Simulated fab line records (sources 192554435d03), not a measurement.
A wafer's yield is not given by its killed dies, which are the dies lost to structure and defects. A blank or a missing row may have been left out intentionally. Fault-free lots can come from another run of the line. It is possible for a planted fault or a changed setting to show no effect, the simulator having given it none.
Which tool was responsible? | flow n5-finfet | 11 lots, 29 wafers sampled, at 1 step of a route of 1938

## WHAT THE GAUGES SHOWED, per wafer
N5_BEOL_M8_INSPECT_30: inspects for defects (brightfield).
lot  | measured     | on                | raw-defect-count
L415 | day 8 20:31  | defect-inspect-01 | 280 257
L417 | day 9 01:23  | defect-inspect-02 | 382 439
L418 | day 9 21:22  | defect-inspect-02 | 410 391 496
L420 | day 10 07:30 | defect-inspect-02 | 432 406 400
L422 | day 10 17:53 | defect-inspect-02 | 487 467
L423 | day 11 03:58 | defect-inspect-01 | 504 493
L425 | day 11 04:03 | defect-inspect-01 | 269 243 326
L430 | day 12 23:03 | defect-inspect-01 | 701 614 505
L433 | day 13 05:27 | defect-inspect-01 | 251 301 291
L435 | day 13 13:49 | defect-inspect-02 | 499 758 550
L437 | day 14 15:01 | defect-inspect-01 | 360 322 513

## WHAT TOOL EACH LOT RAN ON (gives the tool, then ch and the chambers of the sampled wafers, and finally the start)
The record holds no process step before these readings.

## THE ANSWER, worked out from the rows above alone
Rule: the usual values come from the lots themselves. The widest of any qualifying gaps counts: lots, ordered by their means at a reading, are off when they make up no more than a third of the lots, leave a main group of 4 or more, and stand apart from it by 3 or more times the standard deviation of that group's means. Not used: any main group whose means are identical at the precision the tables above print for the reading. Also off: a lot with no number at a reading for which 4 or more lots have one. Where the step has rows for the other lots, those lots are counted as sound.
Nothing can be told from this: no lot is off at any reading shown.

## WHAT HAD BEEN PUT IN BY THE SIMULATOR
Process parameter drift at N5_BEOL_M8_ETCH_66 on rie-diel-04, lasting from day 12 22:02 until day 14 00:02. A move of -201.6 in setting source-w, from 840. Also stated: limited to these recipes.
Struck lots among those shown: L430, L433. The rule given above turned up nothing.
